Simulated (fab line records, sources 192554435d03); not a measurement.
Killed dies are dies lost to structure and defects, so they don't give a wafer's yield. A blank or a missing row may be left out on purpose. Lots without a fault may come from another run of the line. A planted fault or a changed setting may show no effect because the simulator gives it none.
fab line records | flow n5_finfet
record lots=4 wafers=12 last_day=18
route steps=1938 shown WELL_APT@21 PMOS_HMC_CHANNEL_EPI@57 BEOL_M4@1111 PASSIVATION@1936
lots that met no fault: from a run of the same line without faults
start_h: hours from the record's first day to the start of the lot's first wafer shown | wait_h: hours since the lot's step before | " the same as in the row above | L1.1+2: a row that stands for several wafers | - no value, or no start given | * or withheld: withheld | < > ~ a bound
route shown NAME@n: a module of which the file shows steps, and the number in the route of the first | usual: mean/standard deviation of fault-free wafers | same: alike in all rows | chamber/n: place in a boat | sites: the reading at each site | _std_site: their standard deviation | _edge_site: outer sites' mean less inner sites' | radius_mm: how far each site lies from the wafer's centre | mask NAME#n: copy n | behind: the tool/chamber that last shaped the wafer | hold: why the lot was held/for how many hours/how that ended | device: the transistor (n, p or np) that didn't switch | end of line: the same wafers' tests at the end of the route | a step without rows: its recipe alone | killed: dies lost to structure and defects at the first sort, not the wafer's yield | map: a wafer's dies, x killed, . not, _ none there
set.NAME: the setting as run; set.NAME@STEP: as run at that earlier step | model.NAME: the simulator's own value behind a step, which no gauge read
lots at some steps of the route; a table a step, a row a wafer
services: from which hour (start_h, from the record's first day; less than 0 if before it) a tool's chamber was out of use, for how many hours, and why
## steps
# step N5_WELL_APT_COAT_02
# recipe spin_rpm=1357 resist_thk_nm=950
# step N5_WELL_APT_EBR_04
# recipe solvent=PGMEA ebr_width_mm=1.5
# step N5_WELL_APT_SOFTBAKE_03
# recipe temp_c=130 time_s=60
# step N5_WELL_APT_EXPOSE_05
# recipe mask_id=NWELL na=0.8 source_shape=conventional sigma_outer=0.8 polarization=unpolarized defocus_nm=0 target_cd_nm=200 dose_mj=20.3
# step N5_WELL_APT_PEB_06
# recipe peb_temp_c=130 peb_time_s=90
# step N5_WELL_APT_DEVELOP_07
# recipe develop_time_s=45 rinse_liquid=surfactant_rinse dry=air_spin dev_temp_c=21
# step N5_WELL_APT_HARDBAKE_12
# recipe temp_c=130 time_s=120
# step N5_WELL_APT_DESCUM_13
# recipe chemistry=O2 time_s=7.9 source_power_w=50 bias_power_w=20 pressure_mtorr=20 rf_frequency_hz=2.712e+07 temp_c=40 o2_flow_sccm=225
# step N5_WELL_APT_IMPLANT_14
# recipe species=P energy_kev=160 dose_cm2=1.5e+13 tilt_deg=0 rotation_deg=0
# step N5_WELL_APT_IMPLANT_15
# recipe species=As energy_kev=25 dose_cm2=1.5e+13 tilt_deg=0 rotation_deg=0
# usual dose_ions_cm2=1.5001e+13/1.5e+10 faraday_current_uA=190/3.9
# columns lot.wafer tool chamber start_h wait_h dose_ions_cm2 faraday_current_uA
L958.2 implanter-01 0 56.24 0.1 7.749e+12 98
L958.3 " 0 " " 7.773e+12 96
L958.6 " 0 " " 7.776e+12 100
L960.1 implanter-01 0 68.27 0.1 7.77e+12 100
L960.2 " 0 " " 7.754e+12 101
L960.4 " 0 " " 7.751e+12 96
L968.4 implanter-02 0 116.51 0.1 1.5005e+13 191
L968.5 " 0 " " 1.4994e+13 189
L968.6 " 0 " " 1.4987e+13 189
L973.3 implanter-01 0 146.26 0.1 1.498e+13 193
L973.5 " 0 " " 1.5012e+13 187
L973.6 " 0 " " 1.5009e+13 193
# step N5_WELL_APT_STRIP_16
# recipe chemistry=SPM time_s=900 temp_c=130 h2so4_h2o2_vol_ratio=4 dry=ipa_marangoni
# step N5_WELL_APT_HMDS_18
# recipe time_s=60 temp_c=120
# step N5_WELL_APT_COAT_19
# recipe spin_rpm=1357 resist_thk_nm=950
# step N5_WELL_APT_EBR_21
# recipe solvent=PGMEA ebr_width_mm=1.5
# step N5_WELL_APT_SOFTBAKE_20
# recipe temp_c=130 time_s=60
# step N5_WELL_APT_EXPOSE_22
# recipe mask_id=PWELL na=0.8 source_shape=conventional sigma_outer=0.8 polarization=unpolarized defocus_nm=0 target_cd_nm=200 dose_mj=23.2
# step N5_WELL_APT_PEB_23
# recipe peb_temp_c=130 peb_time_s=90
# step N5_WELL_APT_DEVELOP_24
# recipe develop_time_s=45 rinse_liquid=surfactant_rinse dry=air_spin dev_temp_c=21
# step N5_WELL_APT_HARDBAKE_29
# recipe temp_c=130 time_s=120
# step N5_WELL_APT_DESCUM_30
# recipe chemistry=O2 time_s=7.9 source_power_w=50 bias_power_w=20 pressure_mtorr=20 rf_frequency_hz=2.712e+07 temp_c=40 o2_flow_sccm=225
# step N5_WELL_APT_IMPLANT_31
# recipe species=B energy_kev=60 dose_cm2=1.5e+13 tilt_deg=0 rotation_deg=0
# step N5_WELL_APT_IMPLANT_32
# recipe species=BF2 energy_kev=50 dose_cm2=2e+13 tilt_deg=0 rotation_deg=0
# step N5_WELL_APT_STRIP_33
# recipe chemistry=SPM time_s=900 temp_c=130 h2so4_h2o2_vol_ratio=4 dry=ipa_marangoni
# step N5_WELL_APT_RTA_34
# recipe temp_c=1000 time_s=10 ambient=N2 idle_temp_c=600 ramp_up_c_per_s=150 ramp_down_c_per_s=60 cool_to_c=600
# step N5_WELL_APT_OXIDE_STRIP_42
# recipe chemistry=dHF dilution=25:1 time_s=45 temp_c=25 target=SiO2 target_depth_a=120
# step N5_WELL_APT_PRECLEAN_36
# recipe chemistry=O3/DIW time_s=45 temp_c=22 o3_ppm=10
# step N5_WELL_APT_PRECLEAN_39
# recipe chemistry=dHF time_s=60 dilution=150:1 temp_c=25
# step N5_WELL_APT_SRD_37
# recipe dry=ipa_marangoni do_ppb=5 time_s=30 temp_c=23 rinse_liquid=diw
# step N5_WELL_APT_EPI_41
# recipe material=Si target_thk_a=500 temp_c=650 precursor=SiH4/H2 pressure_torr=20 time_s=297.7
# step N5_PMOS_HMC_CHANNEL_EPI_HM_DEP_34
# recipe material=SiO2 target_thk_a=360 temp_c=400 precursor=TEOS/O2 pressure_torr=6.5 rf_w=900 teos_flow_sccm=161.4 gas=O2 flow_sccm=2650 time_s=6.9
# step N5_PMOS_HMC_CHANNEL_EPI_COAT_31
# recipe resist=BARC temp_c=205 time_s=60 spin_rpm=1500 resist_thk_nm=66
# step N5_PMOS_HMC_CHANNEL_EPI_COAT_03
# recipe resist=CAR-ArF-block spin_rpm=1500 resist_thk_nm=205
# step N5_PMOS_HMC_CHANNEL_EPI_EBR_05
# recipe solvent=PGMEA ebr_width_mm=1.5
# step N5_PMOS_HMC_CHANNEL_EPI_SOFTBAKE_04
# recipe temp_c=110 time_s=60 resist=CAR-ArF-block
# step N5_PMOS_HMC_CHANNEL_EPI_EXPOSE_06
# recipe mask_id=PMOS_HMC_BLK na=1.35 source_shape=conventional sigma_outer=0.8 polarization=unpolarized target_cd_nm=240 dose_mj=41
# step N5_BEOL_M4_RC_MEAS_101
# usual CJ_P=5.81/0.19 DIBL_N=36.4/1.6 DIBL_P=36.2/1.8 IOFF_N=0.159/0.029 IOFF_P=0.21/0.034 ION_N=670/12 ION_P=459/8.2 SS_N=71.5/0.59 SS_P=73.2/0.54 VT_N=250/3.3 VT_P=-250/3.7
# columns lot.wafer tool chamber start_h wait_h CJ_P DIBL_N[mV/V] DIBL_P[mV/V] IOFF_N[nA/um] IOFF_P[nA/um] ION_N[uA/um] ION_P[uA/um] SS_N[mV/dec] SS_P[mV/dec] VT_N[mV] VT_P[mV]
L960.1 prober-01 0 224.96 0.0 3.92 35.6 33.4 0.129 0.19 671 462 71.4 72.3 252 -249
L960.2 " 0 " " 4.15 38.1 37.4 0.188 0.25 691 473 72.2 74.2 246 -247
L960.4 " 0 " " 4.09 38.4 37.6 0.182 0.27 682 473 72.2 73.7 248 -244
L958.2 prober-01 0 244.11 0.2 4.30 35.9 35.0 0.120 0.16 647 441 71.3 73.8 255 -255
L958.3 " 0 " " 4.09 38.7 39.0 0.180 0.22 666 451 71.5 74.1 251 -254
L958.6 " 0 " " 4.29 37.7 36.4 0.152 0.18 670 446 71.5 73.4 251 -256
L968.4 prober-01 0 294.06 0.5 6.02 35.4 34.5 0.132 0.18 663 457 71.2 73.0 255 -251
L968.5 " 0 " " 5.87 34.9 34.4 0.132 0.18 662 457 71.7 72.9 254 -254
L968.6 " 0 " " 5.64 34.7 35.0 0.125 0.18 656 449 71.9 73.6 257 -253
L973.3 prober-01 0 331.79 0.3 5.90 34.9 35.3 0.130 0.18 656 453 71.8 72.8 256 -250
L973.5 " 0 " " 5.92 33.8 34.8 0.121 0.18 656 459 71.1 72.6 255 -251
L973.6 " 0 " " 5.75 35.0 36.9 0.147 0.23 662 462 70.9 73.1 250 -249
# step N5_PASSIVATION_PROBE_49
# usual defect_limited_yield=91.1/1.5 killed_at_M0_to_M3=33/9.9 killed_at_M4_up=14/5.2 killed_at_contacts=12/6.7 killed_at_front_end=43/13 killed_at_other=3.4/2.7 killed_dies=105/17 killed_open=69/13 killed_short=33/7.5 sort_bin_5_function=5.2/0.91 sort_bin_6_memory=3.3/0.71 sort_bin_8_speed=0.00/0.032 sort_n_pass=1075/17 sort_yield_pct=91.1/1.5
# same gross_dies=1180 killed_at_back_side=0 sort_bin_4_leakage[%]=0
# columns lot.wafer tool chamber start_h wait_h defect_limited_yield[%] killed_at_M0_to_M3 killed_at_M4_up killed_at_contacts killed_at_front_end killed_at_other killed_dies killed_open killed_short sort_bin_5_function[%] sort_bin_6_memory[%] sort_bin_8_speed[%] sort_n_pass sort_yield_pct[%]
L958.2 prober-01 - 342.63 0.1 92.5 48 4 4 32 1 89 47 35 3.9 2.9 0.08 1090 92.4
# killed by level:class
L958.2 BEOL_M0_SAQP:geometric_particle:short=17 BEOL_M0_SAQP:geometric_particle:open=12 BEOL_M3:geometric_particle:open=7 HKMG_FIN:area_etch=6 FIN_SAQP:geometric_particle:open=5 FIN_SAQP:geometric_particle:short=5 BEOL_M1:geometric_particle:open=5 GATE_CUT:geometric_particle:short=4
## services
# columns tool chamber start_h hours kind
implanter-02 - 81.45 4.2 pm
implanter-02 - 125.88 4.8 pm
## key
first_sign step=N5_WELL_APT_IMPLANT_15 reading=dose_ions_cm2 direction=down sigmas=99+ usual=1.5001e+13 struck=7.762e+12
effect step=N5_WELL_APT_IMPLANT_15 reading=faraday_current_uA direction=down sigmas=24 usual=190 struck=98
effect step=N5_BEOL_M4_RC_MEAS_101 reading=CJ_P direction=down sigmas=8.6 usual=5.81 struck=4.14
met_at N5_WELL_APT_IMPLANT_15
struck_wafers L958.2,L958.3,L958.6,L960.1,L960.2,L960.4
fault kind=process_parameter_drift tool=implanter-01 chamber=- onset_h=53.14 steps=N5_WELL_APT_IMPLANT_15 channel=dose_cm2 offset=-7.2363e+12 shape=step end_h=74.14 acts_in=these_recipes_only stated=1.5e+13
